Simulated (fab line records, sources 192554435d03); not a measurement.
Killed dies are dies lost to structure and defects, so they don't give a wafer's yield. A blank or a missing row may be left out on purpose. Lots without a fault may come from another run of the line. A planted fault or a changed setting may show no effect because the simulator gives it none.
Which tool did it? | flow n5_finfet | 10 lots, 30 wafers sampled, at 5 steps of a route of 1938

WHAT THE GAUGES READ, wafer by wafer
N5_BEOL_M4_RC_MEAS_101.
lot  | measured     | on        | DIBL_N (mV/V)  | DIBL_P (mV/V) | IOFF_N (nA/um) | IOFF_P (nA/um) | ION_N (uA/um) | ION_P (uA/um) | RC_DENSE_N (ohm.um) | RC_DENSE_P (ohm.um) | RC_N (ohm.um)  | RC_P (ohm.um)  | REXT_N (ohm.um) | SS_N (mV/dec)  | SS_P (mV/dec)  | VT_N (mV)   | VT_P (mV)
L606 | day 8 02:04  | prober-02 | 37.3 37.3 37.4 | 38 40 38      | 0.18 0.19 0.18 | 0.23 0.27 0.22 | 677 675 676   | 459 465 460   | 18.6 17.1 19.7      | 23.6 21.7 24.5      | 15.2 14.0 15.8 | 19.1 17.8 19.9 | 74.2 73.6 73.9  | 72.0 72.5 72.6 | 73.5 74.2 73.8 | 250 248 255 | -250 -248 -252
L608 | day 8 20:26  | prober-01 | 35.7 33.3 37.1 | 36 34 38      | 0.15 0.11 0.18 | 0.19 0.17 0.24 | 673 651 669   | 458 455 461   | 19.9 19.8 19.8      | 24.9 24.8 24.8      | 16.2 16.2 16.2 | 20.4 20.3 20.3 | 76.7 78.3 76.7  | 71.9 70.6 71.6 | 72.4 71.8 73.8 | 253 255 248 | -250 -253 -249
L610 | day 8 23:56  | prober-02 | 31.0 33.5 33.7 | 28 33 35      | 0.08 0.12 0.13 | 0.12 0.18 0.19 | 644 679 672   | 452 467 462   | 18.7 19.9 19.2      | 23.3 24.9 23.7      | 15.1 16.1 15.6 | 19.0 20.3 19.5 | 75.0 76.5 77.1  | 70.6 69.8 70.2 | 70.8 72.5 73.0 | 259 253 250 | -255 -251 -250
L613 | day 10 21:11 | prober-01 | 34.4 38.7 37.1 | 35 39 37      | 0.10 0.18 0.14 | 0.16 0.24 0.20 | 657 673 651   | 453 467 452   | 19.6 19.3 19.4      | 24.5 23.9 24.1      | 16.0 15.8 15.9 | 19.6 19.5 19.5 | 75.3 74.4 74.1  | 70.8 71.8 71.5 | 73.2 74.1 73.1 | 260 247 252 | -253 -249 -251
L614 | day 10 09:25 | prober-01 | 41.4 37.6 38.9 | 40 35 38      | 0.27 0.15 0.19 | 0.33 0.21 0.28 | 702 671 679   | 477 458 468   | 18.7 19.0 19.0      | 23.3 23.8 23.4      | 15.1 15.4 15.4 | 19.0 19.4 19.3 | 72.4 73.1 74.3  | 72.5 71.6 72.4 | 74.7 73.5 73.4 | 244 255 246 | -244 -247 -244
L618 | day 11 17:02 | prober-02 | 37.5 36.4 36.5 | 37 34 35      | 0.20 0.16 0.18 | 0.30 0.23 0.26 | 706 689 684   | 489 470 479   | 18.8 19.1 19.2      | 23.8 24.1 24.1      | 15.4 15.8 15.6 | 19.5 19.7 19.7 | 74.0 74.1 74.3  | 70.9 72.0 71.7 | 73.4 72.9 72.7 | 242 249 249 | -244 -248 -244
L619 | day 11 19:22 | prober-02 | 36.5 38.3      | 37 38         | 0.14 0.19      | 0.21 0.27      | 650 674       | 450 466       | 26.9 25.9           | 33.4 32.3           | 21.8 21.2      | 27.1 26.2      | 83.5 82.3       | 71.5 72.0      | 73.3 74.3      | 252 248     | -250 -248
L620 | day 11 18:13 | prober-01 | 39.9 39.4 39.4 | 42 43 43      | 0.28 0.25 0.26 | 0.31 0.32 0.32 | 693 682 678   | 466 463 466   | 26.1 25.7 25.7      | 32.8 32.5 32.3      | 21.3 21.1 20.9 | 26.6 26.4 26.3 | 80.2 81.3 81.0  | 72.3 71.7 72.6 | 74.8 75.0 74.6 | 242 246 243 | -245 -244 -246
L622 | day 12 19:31 | prober-01 | 40.7 38.4      | 41 37         | 0.24 0.19      | 0.26 0.20      | 689 657       | 467 448       | 26.5 25.8           | 33.0 32.0           | 21.5 20.9      | 26.9 26.0      | 85.6 85.3       | 72.1 72.4      | 74.2 73.8      | 243 251     | -248 -255
L623 | day 12 20:11 | prober-02 | 34.5 36.0 39.9 | 35 35 40      | 0.14 0.14 0.24 | 0.21 0.20 0.28 | 668 668 696   | 462 459 475   | 18.9 19.2 19.4      | 23.7 24.1 24.2      | 15.5 15.8 15.7 | 19.3 19.3 19.9 | 76.2 74.8 74.1  | 70.9 71.2 71.8 | 73.5 73.8 74.1 | 249 251 244 | -249 -250 -246

WHICH TOOL RAN EACH LOT (tool, then ch and the chambers of the sampled wafers, then the start)
lot  | N5_MOL_CONTACT_COAG_ETCH_59       | N5_MOL_CONTACT_COAG_IMPLANT_129 | N5_MOL_CONTACT_COAG_SIL_ANNEAL_21 | N5_MOL_CONTACT_COAG_PRE_CLEAN_141
L606 | rie_diel-01 ch 0,2,3, day 4 23:09 | implanter-02 ch 0, day 4 23:36  | rtp_anneal-01 ch 0, day 5 00:34   | pvd_sputter-01, day 5 02:52
L608 | rie_diel-01 ch 0,3, day 5 09:24   | implanter-02 ch 0, day 5 09:48  | rtp_anneal-01 ch 0, day 5 14:03   | pvd_sputter-01, day 5 14:34
L610 | rie_diel-05 ch 2,3, day 6 01:58   | implanter-02 ch 0, day 6 02:24  | rtp_anneal-01 ch 0, day 6 03:20   | pvd_sputter-03, day 6 03:44
L613 | rie_diel-03 ch 0,3, day 6 17:24   | implanter-01 ch 0, day 6 17:48  | rtp_anneal-01 ch 0, day 6 18:46   | pvd_sputter-03, day 6 19:19
L614 | rie_diel-01 ch 1,2,3, day 6 22:34 | implanter-02 ch 0, day 6 22:57  | rtp_anneal-02 ch 0, day 7 00:38   | pvd_sputter-01, day 7 01:11
L618 | rie_diel-03 ch 2,3, day 8 01:36   | implanter-02 ch 0, day 8 02:10  | rtp_anneal-01 ch 0, day 8 03:44   | pvd_sputter-01, day 8 04:31
L619 | rie_diel-01 ch 0,1, day 8 02:37   | implanter-02 ch 0, day 8 03:05  | rtp_anneal-02 ch 0, day 8 04:12   | pvd_sputter-02, day 8 06:41
L620 | rie_diel-01 ch 0,1, day 8 09:49   | implanter-02 ch 0, day 8 10:14  | rtp_anneal-01 ch 0, day 8 11:50   | pvd_sputter-01, day 8 12:24
L622 | rie_diel-01 ch 1,2,3, day 8 23:52 | implanter-02 ch 0, day 9 00:17  | rtp_anneal-02 ch 0, day 9 01:21   | pvd_sputter-02, day 9 02:11
L623 | rie_diel-01 ch 2,3, day 9 05:13   | implanter-01 ch 0, day 9 05:37  | rtp_anneal-01 ch 0, day 9 08:06   | pvd_sputter-03, day 9 09:02
- N5_MOL_CONTACT_COAG_ETCH_59: etches underlayer in N2/H2, target depth 13 nm, time 10.4 s.
- N5_MOL_CONTACT_COAG_IMPLANT_129
- N5_MOL_CONTACT_COAG_SIL_ANNEAL_21: time 60 s.
- N5_MOL_CONTACT_COAG_PRE_CLEAN_141: time 60 s.

WHAT THE TOOLS THEMSELVES READ (means of the sampled wafers that have a number; where no wafer has one, the mark that the record gives instead)
N5_MOL_CONTACT_COAG_ETCH_59.
lot  | tool        | drypump_motor_current_A (A) | etch_rf_on_time_s (s) | oes_product_au (a.u.) | rf_fwd_power_W (W) | rf_vpp_V (V) | showerhead_plenum_p_Torr (Torr) | throttle_valve_pct (%)
L606 | rie_diel-01 | 5.8                         | 10.7                  | 0.62                  | 818.3              | 523.6        | 2.52                            | 17.9
L608 | rie_diel-01 | 5.7                         | 10.8                  | 0.64                  | 819.4              | 524.4        | 2.58                            | 17.7
L610 | rie_diel-05 | 5.9                         | 10.2                  | 0.67                  | 819.9              | 522.5        | 2.48                            | 17.6
L613 | rie_diel-03 | 5.4                         | 10.9                  | 0.66                  | 817.8              | 525.9        | 2.58                            | 17.8
L614 | rie_diel-01 | 5.5                         | 10.5                  | 0.62                  | 818.1              | 523.2        | 2.53                            | 18.0
L618 | rie_diel-03 | 5.6                         | 10.5                  | 0.71                  | 817.3              | 528.0        | 2.67                            | 17.4
L619 | rie_diel-01 | 5.3                         | 10.5                  | 0.65                  | 819.5              | 526.2        | 2.62                            | 18.3
L620 | rie_diel-01 | 5.5                         | 10.4                  | 0.73                  | 819.1              | 524.9        | 2.60                            | 18.0
L622 | rie_diel-01 | 5.5                         | 10.6                  | 0.69                  | 819.1              | 526.7        | 2.62                            | 17.9
L623 | rie_diel-01 | 5.7                         | 10.6                  | 0.71                  | 820.6              | 527.1        | 2.60                            | 17.5

N5_MOL_CONTACT_COAG_IMPLANT_129.
lot  | tool         | beam_energy_keV | end_station_pressure_torr (Torr)
L606 | implanter-02 | 3.0004          | 5.9e-06
L608 | implanter-02 | 2.9996          | 5.6e-06
L610 | implanter-02 | 2.9992          | 5.9e-06
L613 | implanter-01 | 3.0011          | 5.8e-06
L614 | implanter-02 | 2.9991          | 5.7e-06
L618 | implanter-02 | 3.0005          | 5.7e-06
L619 | implanter-02 | 1.1909          | 8.6e-06
L620 | implanter-02 | 1.1919          | 8.5e-06
L622 | implanter-02 | 1.1929          | 8.7e-06
L623 | implanter-01 | 3.0006          | 6.0e-06

N5_MOL_CONTACT_COAG_SIL_ANNEAL_21.
lot  | tool          | lamp_power_pct (%) | wafer_temp_C_max
L606 | rtp_anneal-01 | 6.20               | 551.8
L608 | rtp_anneal-01 | 6.20               | 552.5
L610 | rtp_anneal-01 | 6.19               | 552.0
L613 | rtp_anneal-01 | 6.19               | 551.8
L614 | rtp_anneal-02 | 5.93               | 552.9
L618 | rtp_anneal-01 | 6.19               | 551.7
L619 | rtp_anneal-02 | 5.93               | 552.4
L620 | rtp_anneal-01 | 6.20               | 551.6
L622 | rtp_anneal-02 | 5.93               | 552.6
L623 | rtp_anneal-01 | 6.19               | 551.4

N5_MOL_CONTACT_COAG_PRE_CLEAN_141.
lot  | tool           | heater_power_w (W)
L606 | pvd_sputter-01 | 491
L608 | pvd_sputter-01 | 454
L610 | pvd_sputter-03 | 444
L613 | pvd_sputter-03 | 449
L614 | pvd_sputter-01 | 449
L618 | pvd_sputter-01 | 462
L619 | pvd_sputter-02 | 449
L620 | pvd_sputter-01 | 490
L622 | pvd_sputter-02 | 487
L623 | pvd_sputter-03 | 405

THE ANSWER, worked out from the rows above alone
Rule: what is usual is taken from the lots themselves. Put in order of their means at a reading, lots are off if they are a third of the lots or fewer, leave a main group of 4 or more, and stand apart from it by a gap of 3 or more times the standard deviation of the main group's means; of several such gaps the widest counts. A main group whose means are all the same, to the digits that the tables above print for the reading, isn't used. A lot without any number at a reading at which 4 lots or more have one is off too. The other lots that the step has rows for count as sound. The gauges are gone through in route order, then the tools' own readings, and for those a lot's mean is taken as printed above. The first step at which some lot is off is used, and at that step the reading that is off furthest; a lot without a number counts as furthest.
Off: L619, L620, L622, at N5_BEOL_M4_RC_MEAS_101 (RC_DENSE_P). The main group: mean 24.0 ohm.um, standard deviation 0.46.
A tool fits if, at a process step before that reading, it ran every lot that is off, and no sound lot after the first of them. The gauges at N5_BEOL_M4_RC_MEAS_101 aren't tried: what is off there is off at N5_MOL_CONTACT_COAG_IMPLANT_129 too, on other tools, and a gauge's error can't cause that. One fits: implanter-02 at N5_MOL_CONTACT_COAG_IMPLANT_129. Its last sound lot is L618 (day 8 02:10), its first lot that is off L619 (day 8 03:05): a fault that began between those two fits.
The tool's own readings at N5_MOL_CONTACT_COAG_IMPLANT_129 bear it out: on the lots that are off they differ by more than 5 times the standard deviation of the sound lots' means. beam_energy_keV reads 1.1919 there against 3.0001 on the sound lots; end_station_pressure_torr reads 8.6e-06 Torr there against 5.8e-06 Torr on the sound lots.

WHAT THE SIMULATOR HAD PUT IN
Process parameter drift: implanter-02, from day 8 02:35 on, at N5_MOL_CONTACT_COAG_IMPLANT_129. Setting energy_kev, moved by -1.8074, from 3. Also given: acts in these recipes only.
Lots struck among those shown: L620, L619, L622. The rule above found the same.
